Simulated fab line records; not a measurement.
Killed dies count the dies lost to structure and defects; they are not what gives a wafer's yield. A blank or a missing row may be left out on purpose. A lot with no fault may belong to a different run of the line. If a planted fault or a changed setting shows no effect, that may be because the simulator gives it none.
fab line records -- flow nand_harc
record: lots: 24, wafers: 72, last_day: 35
route steps=1302 shown P_CONTACT@246 P_M0@279 P_M1@296
lots with no fault: from the same line, run without faults
start_h: hours from the record's first day to the start of the lot's first wafer shown -- wait_h: hours elapsed since this lot's preceding step -- " same as the row above -- L1.1+2: one row covering several wafers at once -- - no value, or no start was given -- * or withheld: withheld -- < > ~ a bound
route shown NAME@n: a module of which the file shows steps, and the number in the route of the first -- usual: mean and standard deviation over wafers with no fault -- same: alike in all rows -- chamber/n: place in a boat -- sites: per-site readings -- _std_site: their standard deviation -- _edge_site: inner sites' mean taken away from outer sites' mean -- radius_mm: how far each site lies from the wafer's centre -- mask NAME#n: copy n -- behind: the most recent tool/chamber to have shaped the wafer -- hold: why the lot was held/for how many hours/how that ended -- device: names the non-switching transistor (n, p or np) -- end of line: at the end of the route, the tests of the same wafers -- a step given without rows: its recipe and nothing more -- killed: dies lost to structure and defects at the first sort, not the wafer's yield -- map: a wafer's dies, marking killed ones x, the rest . and places with no die _
set.NAME: setting as actually run; set.NAME@STEP: the setting as run at that earlier step -- model.NAME: the simulator's own value behind a step, which no gauge read
a sample of lots followed through the steps of the route, with each step as a table and each wafer as a row
services: from which hour (start_h, from the record's first day; less than 0 if before it) a tool's chamber was out of use, for how many hours, and why
== steps ==
step: NHARC_P_CONTACT_PVD_32
recipe: target_thk_a: 50, chamber_pressure_pa: 5, power_w: 5000, substrate_temp_c: 200, time_s: 17.7, material: Ti
usual: throttle_valve_pct: 29.8/1.1
lot.wafer,tool,chamber,start_h,wait_h,throttle_valve_pct
L074.2,pvd_sputter-02,-,-,-,30.3
L074.3,pvd_sputter-02,-,-,-,29.9
L074.5,pvd_sputter-02,-,-,-,29.0
L075.1,pvd_sputter-03,-,-,-,27.7
L075.3,pvd_sputter-03,-,-,-,29.6
L075.4,pvd_sputter-03,-,-,-,31.1
L076.4,pvd_sputter-03,-,-,-,27.4
L076.2,pvd_sputter-03,-,-,-,30.5
L076.5,pvd_sputter-03,-,-,-,27.6
L077.1,pvd_sputter-03,-,-,-,29.6
L077.6,pvd_sputter-03,-,-,-,31.2
L077.5,pvd_sputter-03,-,-,-,30.6
L082.2,pvd_sputter-02,-,-,-,30.4
L082.3,pvd_sputter-02,-,-,-,30.1
L082.6,pvd_sputter-02,-,-,-,29.2
L081.1,pvd_sputter-03,-,-,-,30.5
L081.3,pvd_sputter-03,-,-,-,28.9
L081.6,pvd_sputter-03,-,-,-,31.7
L078.1,pvd_sputter-01,-,-,-,30.7
L078.3,pvd_sputter-01,-,-,-,29.6
L078.5,pvd_sputter-01,-,-,-,30.7
L083.1,pvd_sputter-03,-,-,-,30.2
L083.4,pvd_sputter-03,-,-,-,29.8
L083.2,pvd_sputter-03,-,-,-,31.6
L080.4,pvd_sputter-02,-,-,-,30.3
L080.2,pvd_sputter-02,-,-,-,29.0
L080.5,pvd_sputter-02,-,-,-,30.4
L084.4,pvd_sputter-03,-,-,-,28.8
L084.3,pvd_sputter-03,-,-,-,31.5
L084.5,pvd_sputter-03,-,-,-,29.8
L079.3,pvd_sputter-03,-,-,-,28.8
L079.1,pvd_sputter-03,-,-,-,29.8
L079.5,pvd_sputter-03,-,-,-,30.4
L085.3,pvd_sputter-02,-,-,-,30.3
L085.4,pvd_sputter-02,-,-,-,30.3
L085.6,pvd_sputter-02,-,-,-,29.0
L086.1,pvd_sputter-03,-,-,-,28.6
L086.3,pvd_sputter-03,-,-,-,29.6
L086.4,pvd_sputter-03,-,-,-,30.2
L087.1,pvd_sputter-01,-,-,-,30.6
L087.2,pvd_sputter-01,-,-,-,30.5
L087.5,pvd_sputter-01,-,-,-,30.6
L088.3,pvd_sputter-03,-,-,-,29.1
L088.4,pvd_sputter-03,-,-,-,31.9
L088.5,pvd_sputter-03,-,-,-,28.7
L089.4,pvd_sputter-01,-,-,-,30.6
L089.6,pvd_sputter-01,-,-,-,30.7
L089.5,pvd_sputter-01,-,-,-,29.3
L090.1,pvd_sputter-02,-,-,-,30.5
L090.3,pvd_sputter-02,-,-,-,29.7
L090.5,pvd_sputter-02,-,-,-,30.3
L091.1,pvd_sputter-01,-,-,-,29.4
L091.5,pvd_sputter-01,-,-,-,30.3
L091.6,pvd_sputter-01,-,-,-,27.2
L092.1,pvd_sputter-02,-,-,-,29.6
L092.5,pvd_sputter-02,-,-,-,31.0
L092.6,pvd_sputter-02,-,-,-,30.0
L093.2,pvd_sputter-03,-,-,-,28.8
L093.1,pvd_sputter-03,-,-,-,31.8
L093.5,pvd_sputter-03,-,-,-,28.6
L094.1,pvd_sputter-01,-,-,-,29.4
L094.3,pvd_sputter-01,-,-,-,30.6
L094.2,pvd_sputter-01,-,-,-,27.0
L095.3,pvd_sputter-03,-,-,-,28.7
L095.1,pvd_sputter-03,-,-,-,29.7
L095.5,pvd_sputter-03,-,-,-,28.4
L096.3,pvd_sputter-03,-,-,-,29.8
L096.6,pvd_sputter-03,-,-,-,29.8
L096.5,pvd_sputter-03,-,-,-,31.7
L097.3,pvd_sputter-03,-,-,-,29.8
L097.2,pvd_sputter-03,-,-,-,31.7
L097.6,pvd_sputter-03,-,-,-,30.3
step: NHARC_P_M0_THK_MEAS_24
recipe: thk_meas_gauge: xrf
usual: thk_nm: 117.8/1.6
lot.wafer,tool,chamber,start_h,wait_h,thk_nm
L074.2,film_metro-01,-,121.09,-,117.9
L074.3,film_metro-01,-,121.09,-,118.6
L074.5,film_metro-01,-,121.09,-,116.2
L075.1,film_metro-01,-,134.26,-,120.4
L075.3,film_metro-01,-,134.26,-,116.6
L075.4,film_metro-01,-,134.26,-,117.3
L076.2,film_metro-02,-,139.15,-,115.5
L076.4,film_metro-02,-,139.15,-,117.5
L076.5,film_metro-02,-,139.15,-,114.0
L077.1,film_metro-02,-,150.07,-,119.0
L077.5,film_metro-02,-,150.07,-,118.7
L077.6,film_metro-02,-,150.07,-,116.9
L082.2,film_metro-01,-,223.60,-,117.7
L082.3,film_metro-01,-,223.60,-,119.3
L082.6,film_metro-01,-,223.60,-,118.2
L081.1,film_metro-01,-,224.49,-,118.9
L081.3,film_metro-01,-,224.49,-,118.2
L081.6,film_metro-01,-,224.49,-,118.0
L078.1,film_metro-01,-,224.87,-,118.9
L078.3,film_metro-01,-,224.87,-,115.6
L078.5,film_metro-01,-,224.87,-,117.6
L083.1,film_metro-01,-,230.49,-,119.0
L083.2,film_metro-01,-,230.49,-,115.9
L083.4,film_metro-01,-,230.49,-,118.9
L084.3,film_metro-02,-,232.20,-,120.1
L084.4,film_metro-02,-,232.20,-,116.7
L084.5,film_metro-02,-,232.20,-,117.1
L080.2,film_metro-01,-,232.21,-,113.6
L080.4,film_metro-01,-,232.21,-,115.6
L080.5,film_metro-01,-,232.21,-,118.9
L079.1,film_metro-02,-,237.45,-,118.6
L079.3,film_metro-02,-,237.45,-,117.4
L079.5,film_metro-02,-,237.45,-,119.0
L085.3,film_metro-02,-,239.87,-,118.0
L085.4,film_metro-02,-,239.87,-,120.2
L085.6,film_metro-02,-,239.87,-,116.9
L086.1,film_metro-01,-,243.24,-,115.7
L086.3,film_metro-01,-,243.24,-,116.8
L086.4,film_metro-01,-,243.24,-,116.6
L087.1,film_metro-01,-,265.34,-,118.3
L087.2,film_metro-01,-,265.34,-,116.8
L087.5,film_metro-01,-,265.34,-,117.8
L088.3,film_metro-01,-,266.74,-,118.3
L088.4,film_metro-01,-,266.74,-,119.1
L088.5,film_metro-01,-,266.74,-,117.7
L089.4,film_metro-02,-,270.00,-,117.1
L089.5,film_metro-02,-,270.00,-,118.5
L089.6,film_metro-02,-,270.00,-,116.2
L090.1,film_metro-01,-,282.42,-,120.4
L090.3,film_metro-01,-,282.42,-,118.3
L090.5,film_metro-01,-,282.42,-,120.0
L091.1,film_metro-01,-,289.31,-,118.7
L091.5,film_metro-01,-,289.31,-,118.6
L091.6,film_metro-01,-,289.31,-,120.2
L092.1,film_metro-01,-,307.54,-,117.8
L092.5,film_metro-01,-,307.54,-,120.9
L092.6,film_metro-01,-,307.54,-,118.1
L093.1,film_metro-02,-,309.87,-,118.2
L093.2,film_metro-02,-,309.87,-,117.0
L093.5,film_metro-02,-,309.87,-,120.2
L094.1,film_metro-02,-,320.93,-,119.4
L094.2,film_metro-02,-,320.93,-,116.7
L094.3,film_metro-02,-,320.93,-,117.2
L095.1,film_metro-02,-,341.48,-,116.0
L095.3,film_metro-02,-,341.48,-,116.1
L095.5,film_metro-02,-,341.48,-,113.6
L096.3,film_metro-01,-,347.40,-,118.6
L096.5,film_metro-01,-,347.40,-,119.1
L096.6,film_metro-01,-,347.40,-,119.2
L097.2,film_metro-02,-,352.28,-,115.7
L097.3,film_metro-02,-,352.28,-,118.6
L097.6,film_metro-02,-,352.28,-,117.6
step: NHARC_P_M1_OVL_MEAS_10
recipe: pitch_nm: 260
usual: overlay_x_nm: 0.4/0.86, overlay_y_nm: -0.2/0.86
lot.wafer,tool,chamber,start_h,wait_h,overlay_x_nm,overlay_y_nm
L074.2,overlay-02,-,122.72,-,1.8,-0.7
L074.3,overlay-02,-,122.72,-,2.1,-0.1
L074.5,overlay-02,-,122.72,-,1.4,-0.8
L075.1,overlay-02,-,135.90,-,-0.2,-0.6
L075.3,overlay-02,-,135.90,-,-0.4,-0.7
L075.4,overlay-02,-,135.90,-,-0.1,-1.3
L076.2,overlay-02,-,140.96,-,0.0,-1.2
L076.4,overlay-02,-,140.96,-,0.0,-0.2
L076.5,overlay-02,-,140.96,-,-0.2,-1.2
L077.1,overlay-01,-,151.72,-,-0.4,1.0
L077.5,overlay-01,-,151.72,-,0.4,1.0
L077.6,overlay-01,-,151.72,-,0.5,1.4
L082.2,overlay-01,-,225.16,-,1.4,1.2
L082.3,overlay-01,-,225.16,-,1.6,0.5
L082.6,overlay-01,-,225.16,-,1.1,1.2
L081.1,overlay-02,-,225.99,-,0.0,0.4
L081.3,overlay-02,-,225.99,-,-0.7,0.2
L081.6,overlay-02,-,225.99,-,-0.3,0.1
L078.1,overlay-01,-,226.50,-,-0.5,-0.6
L078.3,overlay-01,-,226.50,-,0.3,-0.5
L078.5,overlay-01,-,226.50,-,-0.1,-0.6
L083.1,overlay-02,-,232.14,-,-0.8,-0.4
L083.2,overlay-02,-,232.14,-,-0.8,-0.3
L083.4,overlay-02,-,232.14,-,-0.7,-0.2
L084.3,overlay-01,-,233.97,-,1.0,1.5
L084.4,overlay-01,-,233.97,-,1.1,1.0
L084.5,overlay-01,-,233.97,-,1.5,0.7
L080.2,overlay-01,-,234.12,-,0.3,0.2
L080.4,overlay-01,-,234.12,-,-0.6,0.3
L080.5,overlay-01,-,234.12,-,-0.5,0.1
L079.1,overlay-01,-,239.06,-,1.7,-2.7
L079.3,overlay-01,-,239.06,-,2.1,-1.9
L079.5,overlay-01,-,239.06,-,1.3,-1.8
L085.3,overlay-01,-,241.54,-,0.6,0.1
L085.4,overlay-01,-,241.54,-,1.1,-0.1
L085.6,overlay-01,-,241.54,-,0.6,-0.1
L086.1,overlay-01,-,244.88,-,1.8,-1.4
L086.3,overlay-01,-,244.88,-,1.1,-1.9
L086.4,overlay-01,-,244.88,-,1.4,-1.7
L087.1,overlay-01,-,266.86,-,0.8,1.5
L087.2,overlay-01,-,266.86,-,1.3,0.3
L087.5,overlay-01,-,266.86,-,0.6,0.8
L088.3,overlay-01,-,268.36,-,-0.4,-0.5
L088.4,overlay-01,-,268.36,-,-0.9,-0.5
L088.5,overlay-01,-,268.36,-,-0.3,-0.7
L089.4,overlay-01,-,271.69,-,1.1,-0.5
L089.5,overlay-01,-,271.69,-,1.2,-0.2
L089.6,overlay-01,-,271.69,-,1.3,0.0
L090.1,overlay-02,-,284.06,-,0.0,-0.3
L090.3,overlay-02,-,284.06,-,0.1,-0.4
L090.5,overlay-02,-,284.06,-,0.0,0.0
L091.1,overlay-01,-,290.95,-,0.0,0.5
L091.5,overlay-01,-,290.95,-,-0.3,0.7
L091.6,overlay-01,-,290.95,-,0.1,0.2
L092.1,overlay-01,-,309.17,-,0.1,-1.2
L092.5,overlay-01,-,309.17,-,0.0,-1.6
L092.6,overlay-01,-,309.17,-,0.3,-0.6
L093.1,overlay-02,-,311.38,-,1.0,0.3
L093.2,overlay-02,-,311.38,-,0.7,0.6
L093.5,overlay-02,-,311.38,-,0.6,0.9
L094.1,overlay-02,-,322.45,-,-0.8,-0.9
L094.2,overlay-02,-,322.45,-,-1.4,-0.5
L094.3,overlay-02,-,322.45,-,-0.9,-0.9
L095.1,overlay-01,-,343.12,-,-0.3,-1.0
L095.3,overlay-01,-,343.12,-,-0.5,-0.5
L095.5,overlay-01,-,343.12,-,-1.0,-1.2
L096.3,overlay-02,-,349.04,-,0.6,-1.1
L096.5,overlay-02,-,349.04,-,0.9,-1.3
L096.6,overlay-02,-,349.04,-,0.0,-0.9
L097.2,overlay-02,-,353.79,-,0.7,0.5
L097.3,overlay-02,-,353.79,-,0.2,0.1
L097.6,overlay-02,-,353.79,-,0.6,-0.3
step: NHARC_P_M1_PRE_CLEAN_30
recipe: time_s: 30, temp_c: 280, gas: H2/He
usual: heater_power_w: 430/33
lot.wafer,tool,chamber,start_h,wait_h,heater_power_w
L074.3,pvd_sputter-03,-,-,-,429
L074.2,pvd_sputter-03,-,-,-,453
L074.5,pvd_sputter-03,-,-,-,429
L075.4,pvd_sputter-02,-,-,-,403
L075.3,pvd_sputter-02,-,-,-,396
L075.1,pvd_sputter-02,-,-,-,385
L076.2,pvd_sputter-03,-,-,-,449
L076.4,pvd_sputter-03,-,-,-,424
L076.5,pvd_sputter-03,-,-,-,414
L077.1,pvd_sputter-03,-,-,-,420
L077.6,pvd_sputter-03,-,-,-,449
L077.5,pvd_sputter-03,-,-,-,421
L082.3,pvd_sputter-03,-,-,-,453
L082.2,pvd_sputter-03,-,-,-,397
L082.6,pvd_sputter-03,-,-,-,403
L081.1,pvd_sputter-02,-,-,-,396
L081.3,pvd_sputter-02,-,-,-,403
L081.6,pvd_sputter-02,-,-,-,402
L078.1,pvd_sputter-03,-,-,-,470
L078.3,pvd_sputter-03,-,-,-,396
L078.5,pvd_sputter-03,-,-,-,418
L083.2,pvd_sputter-02,-,-,-,394
L083.1,pvd_sputter-02,-,-,-,410
L083.4,pvd_sputter-02,-,-,-,404
L084.3,pvd_sputter-03,-,-,-,478
L084.4,pvd_sputter-03,-,-,-,446
L084.5,pvd_sputter-03,-,-,-,475
L080.2,pvd_sputter-03,-,-,-,391
L080.4,pvd_sputter-03,-,-,-,502
L080.5,pvd_sputter-03,-,-,-,400
L079.1,pvd_sputter-03,-,-,-,394
L079.3,pvd_sputter-03,-,-,-,421
L079.5,pvd_sputter-03,-,-,-,476
L085.3,pvd_sputter-02,-,-,-,410
L085.4,pvd_sputter-02,-,-,-,386
L085.6,pvd_sputter-02,-,-,-,395
L086.4,pvd_sputter-03,-,-,-,386
L086.1,pvd_sputter-03,-,-,-,485
L086.3,pvd_sputter-03,-,-,-,450
L087.2,pvd_sputter-03,-,-,-,391
L087.1,pvd_sputter-03,-,-,-,438
L087.5,pvd_sputter-03,-,-,-,387
L088.3,pvd_sputter-01,-,-,-,453
L088.4,pvd_sputter-01,-,-,-,460
L088.5,pvd_sputter-01,-,-,-,374
L089.4,pvd_sputter-03,-,-,-,426
L089.5,pvd_sputter-03,-,-,-,479
L089.6,pvd_sputter-03,-,-,-,451
L090.1,pvd_sputter-01,-,-,-,450
L090.3,pvd_sputter-01,-,-,-,478
L090.5,pvd_sputter-01,-,-,-,450
L091.1,pvd_sputter-03,-,-,-,484
L091.5,pvd_sputter-03,-,-,-,492
L091.6,pvd_sputter-03,-,-,-,446
L092.1,pvd_sputter-01,-,-,-,432
L092.6,pvd_sputter-01,-,-,-,466
L092.5,pvd_sputter-01,-,-,-,376
L093.1,pvd_sputter-01,-,-,-,453
L093.2,pvd_sputter-01,-,-,-,467
L093.5,pvd_sputter-01,-,-,-,363
L094.2,pvd_sputter-02,-,-,-,424
L094.1,pvd_sputter-02,-,-,-,395
L094.3,pvd_sputter-02,-,-,-,387
L095.1,pvd_sputter-03,-,-,-,416
L095.3,pvd_sputter-03,-,-,-,444
L095.5,pvd_sputter-03,-,-,-,485
L096.3,pvd_sputter-01,-,-,-,447
L096.6,pvd_sputter-01,-,-,-,450
L096.5,pvd_sputter-01,-,-,-,453
L097.3,pvd_sputter-01,-,-,-,456
L097.2,pvd_sputter-01,-,-,-,457
L097.6,pvd_sputter-01,-,-,-,458
step: NHARC_P_M1_CMP_23
recipe: t_overpolish_s: 20, target_thk_nm: 157.82
usual: edge_zone_pressure_frac: 1.000/0.0045, motor_current_A: 11.7/1.3, time_to_endpoint_s: 29.4/2.8
lot.wafer,tool,chamber,start_h,wait_h,edge_zone_pressure_frac,motor_current_A,time_to_endpoint_s
L074.2,cmp-02,2,125.01,-,0.998,13.2,30.0
L074.3,cmp-02,0,125.01,-,0.996,10.9,29.3
L074.5,cmp-02,1,125.01,-,0.997,11.5,32.0
L075.4,cmp-04,3,138.09,-,1.001,14.3,30.4
L075.3,cmp-04,0,138.09,-,1.003,11.0,31.0
L075.1,cmp-04,2,138.09,-,1.002,11.7,31.8
L076.4,cmp-04,2,143.25,-,1.000,11.3,29.7
L076.2,cmp-04,3,143.25,-,0.998,13.7,31.9
L076.5,cmp-04,3,143.25,-,1.005,13.2,29.0
L077.1,cmp-04,1,154.21,-,1.004,11.6,30.7
L077.6,cmp-04,2,154.21,-,0.999,12.6,31.9
L077.5,cmp-04,3,154.21,-,0.996,12.6,34.1
L082.3,cmp-04,3,227.45,-,0.995,13.4,27.9
L082.2,cmp-04,0,227.45,-,1.002,11.0,28.3
L082.6,cmp-04,2,227.45,-,0.995,12.0,32.6
L081.1,cmp-03,2,228.25,-,0.993,11.2,25.6
L081.3,cmp-03,3,228.25,-,0.999,9.4,26.8
L081.6,cmp-03,2,228.25,-,0.997,11.6,26.8
L078.1,cmp-02,0,228.78,-,0.997,10.7,26.9
L078.3,cmp-02,3,228.78,-,1.007,13.0,24.7
L078.5,cmp-02,0,228.78,-,1.004,10.5,25.5
L083.4,cmp-03,2,234.34,-,0.998,11.2,26.2
L083.1,cmp-03,3,234.34,-,1.000,9.4,27.7
L083.2,cmp-03,1,234.34,-,1.003,13.3,26.9
L084.4,cmp-03,3,236.49,-,0.995,8.8,29.6
L084.3,cmp-03,0,236.49,-,1.006,12.0,23.1
L084.5,cmp-03,3,236.49,-,1.000,9.4,31.0
L080.4,cmp-04,2,236.65,-,1.004,12.4,31.0
L080.2,cmp-04,3,236.65,-,1.002,14.2,28.5
L080.5,cmp-04,0,236.65,-,0.995,10.8,27.9
L079.1,cmp-04,3,241.47,-,0.991,14.0,26.8
L079.3,cmp-04,0,241.47,-,0.993,11.2,28.4
L079.5,cmp-04,1,241.47,-,1.002,11.3,27.0
L085.4,cmp-02,0,243.75,-,1.005,10.6,26.8
L085.3,cmp-02,1,243.75,-,1.006,12.0,33.3
L085.6,cmp-02,0,243.75,-,0.998,10.4,28.7
L086.4,cmp-03,0,247.15,-,1.003,11.5,27.0
L086.3,cmp-03,1,247.15,-,1.002,12.7,28.9
L086.1,cmp-03,2,247.15,-,0.994,11.5,32.3
L087.1,cmp-03,0,269.09,-,1.003,11.5,27.3
L087.2,cmp-03,1,269.09,-,1.006,12.3,27.6
L087.5,cmp-03,3,269.09,-,1.007,9.7,30.3
L088.3,cmp-02,1,270.65,-,1.010,11.9,35.1
L088.4,cmp-02,2,270.65,-,0.998,13.4,34.4
L088.5,cmp-02,1,270.65,-,1.008,12.4,36.6
L089.4,cmp-03,2,273.89,-,0.998,11.7,26.9
L089.6,cmp-03,2,273.89,-,1.000,11.6,27.5
L089.5,cmp-03,3,273.89,-,1.001,9.4,29.5
L090.1,cmp-03,1,286.40,-,1.002,12.5,30.4
L090.3,cmp-03,0,286.40,-,0.998,11.4,28.7
L090.5,cmp-03,2,286.40,-,1.002,11.8,32.0
L091.1,cmp-02,1,293.23,-,0.999,11.1,35.8
L091.5,cmp-02,2,293.23,-,0.999,12.8,33.0
L091.6,cmp-02,3,293.23,-,0.991,13.4,29.5
L092.1,cmp-02,0,311.38,-,1.005,10.7,28.4
L092.6,cmp-02,0,311.38,-,1.010,11.0,29.5
L092.5,cmp-02,1,311.38,-,1.004,11.9,34.5
L093.1,cmp-04,0,313.58,-,0.991,11.0,28.8
L093.2,cmp-04,1,313.58,-,0.997,11.1,27.8
L093.5,cmp-04,1,313.58,-,0.996,11.2,26.6
L094.3,cmp-02,3,324.70,-,1.007,12.9,28.8
L094.2,cmp-02,0,324.70,-,0.992,10.5,29.5
L094.1,cmp-02,2,324.70,-,0.998,13.0,32.6
L095.3,cmp-02,0,345.36,-,1.002,10.1,27.9
L095.1,cmp-02,1,345.36,-,0.995,12.1,34.5
L095.5,cmp-02,3,345.36,-,1.000,12.9,30.9
L096.3,cmp-03,2,351.30,-,1.001,12.0,29.3
L096.6,cmp-03,0,351.30,-,0.993,11.7,26.6
L096.5,cmp-03,1,351.30,-,1.007,12.5,30.2
L097.3,cmp-03,3,355.98,-,0.996,9.1,30.1
L097.2,cmp-03,0,355.98,-,1.003,10.9,26.4
L097.6,cmp-03,3,355.98,-,1.000,9.2,31.8
step: NHARC_P_M1_INSPECT_27
usual: raw_defect_count: 340/130
lot.wafer,tool,chamber,start_h,wait_h,raw_defect_count
L074.2,defect_inspect-02,-,125.45,0.0,276
L074.3,defect_inspect-02,-,125.45,0.0,255
L074.5,defect_inspect-02,-,125.45,0.0,480
L075.1,defect_inspect-01,-,138.57,0.0,319
L075.3,defect_inspect-01,-,138.57,0.0,435
L075.4,defect_inspect-01,-,138.57,0.0,318
L076.2,defect_inspect-01,-,143.75,0.0,341
L076.4,defect_inspect-01,-,143.75,0.0,559
L076.5,defect_inspect-01,-,143.75,0.0,337
L077.1,defect_inspect-02,-,154.60,0.0,392
L077.5,defect_inspect-02,-,154.60,0.0,364
L077.6,defect_inspect-02,-,154.60,0.0,311
L082.2,defect_inspect-01,-,227.87,0.0,251
L082.3,defect_inspect-01,-,227.87,0.0,150
L082.6,defect_inspect-01,-,227.87,0.0,241
L081.1,defect_inspect-02,-,228.73,0.0,457
L081.3,defect_inspect-02,-,228.73,0.0,450
L081.6,defect_inspect-02,-,228.73,0.0,421
L078.1,defect_inspect-01,-,229.25,0.0,249
L078.3,defect_inspect-01,-,229.25,0.0,287
L078.5,defect_inspect-01,-,229.25,0.0,290
L083.1,defect_inspect-01,-,234.82,0.0,210
L083.2,defect_inspect-01,-,234.82,0.0,252
L083.4,defect_inspect-01,-,234.82,0.0,1032
L084.3,defect_inspect-02,-,236.96,0.0,394
L084.4,defect_inspect-02,-,236.96,0.0,195
L084.5,defect_inspect-02,-,236.96,0.0,318
L080.2,defect_inspect-01,-,237.07,0.0,414
L080.4,defect_inspect-01,-,237.07,0.0,361
L080.5,defect_inspect-01,-,237.07,0.0,363
L079.1,defect_inspect-02,-,241.88,0.0,497
L079.3,defect_inspect-02,-,241.88,0.0,220
L079.5,defect_inspect-02,-,241.88,0.0,277
L085.3,defect_inspect-02,-,244.19,0.0,342
L085.4,defect_inspect-02,-,244.19,0.0,335
L085.6,defect_inspect-02,-,244.19,0.0,572
L086.1,defect_inspect-01,-,247.59,0.0,326
L086.3,defect_inspect-01,-,247.59,0.0,316
L086.4,defect_inspect-01,-,247.59,0.0,445
L087.1,defect_inspect-01,-,269.54,0.0,606
L087.2,defect_inspect-01,-,269.54,0.0,467
L087.5,defect_inspect-01,-,269.54,0.0,523
L088.3,defect_inspect-02,-,271.09,0.0,368
L088.4,defect_inspect-02,-,271.09,0.0,213
L088.5,defect_inspect-02,-,271.09,0.0,177
L089.4,defect_inspect-02,-,274.37,0.0,239
L089.5,defect_inspect-02,-,274.37,0.0,391
L089.6,defect_inspect-02,-,274.37,0.0,224
L090.1,defect_inspect-01,-,286.87,0.0,234
L090.3,defect_inspect-01,-,286.87,0.0,238
L090.5,defect_inspect-01,-,286.87,0.0,230
L091.1,defect_inspect-01,-,293.62,0.0,255
L091.5,defect_inspect-01,-,293.62,0.0,249
L091.6,defect_inspect-01,-,293.62,0.0,496
L092.1,defect_inspect-01,-,311.85,0.0,288
L092.5,defect_inspect-01,-,311.85,0.0,191
L092.6,defect_inspect-01,-,311.85,0.0,222
L093.1,defect_inspect-02,-,314.05,0.0,427
L093.2,defect_inspect-02,-,314.05,0.0,259
L093.5,defect_inspect-02,-,314.05,0.0,366
L094.1,defect_inspect-02,-,325.17,0.0,735
L094.2,defect_inspect-02,-,325.17,0.0,378
L094.3,defect_inspect-02,-,325.17,0.0,358
L095.1,defect_inspect-01,-,345.81,0.0,246
L095.3,defect_inspect-01,-,345.81,0.0,226
L095.5,defect_inspect-01,-,345.81,0.0,333
L096.3,defect_inspect-02,-,351.71,0.0,600
L096.5,defect_inspect-02,-,351.71,0.0,638
L096.6,defect_inspect-02,-,351.71,0.0,346
L097.2,defect_inspect-02,-,356.44,0.0,167
L097.3,defect_inspect-02,-,356.44,0.0,168
L097.6,defect_inspect-02,-,356.44,0.0,214
== services ==
tool,chamber,start_h,hours,kind
cmp-02,-,93.45,2.6,repair
cmp-03,-,96.21,0.2,repair
pvd_sputter-02,-,104.02,10.0,pm
pvd_sputter-01,-,108.80,9.2,repair
pvd_sputter-03,-,124.56,1.7,repair
pvd_sputter-01,-,134.35,22.0,repair
cmp-02,-,137.96,4.0,pm
pvd_sputter-01,-,160.34,2.3,repair
cmp-03,-,161.57,0.8,repair
cmp-03,-,164.59,4.0,pm
pvd_sputter-03,-,170.03,10.0,pm
cmp-03,-,179.02,1.6,repair
pvd_sputter-02,-,181.72,0.8,repair
pvd_sputter-03,-,189.44,9.0,repair
cmp-03,-,204.11,3.3,repair
pvd_sputter-01,-,226.00,10.0,pm
cmp-03,-,229.46,0.7,repair
cmp-02,-,235.96,4.0,pm
cmp-03,-,241.21,0.8,repair
cmp-03,-,255.85,2.2,repair
cmp-03,-,262.59,4.0,pm
pvd_sputter-02,-,282.02,10.0,pm
cmp-03,-,305.00,3.5,repair
pvd_sputter-03,-,348.03,10.0,pm
== key ==
fault none
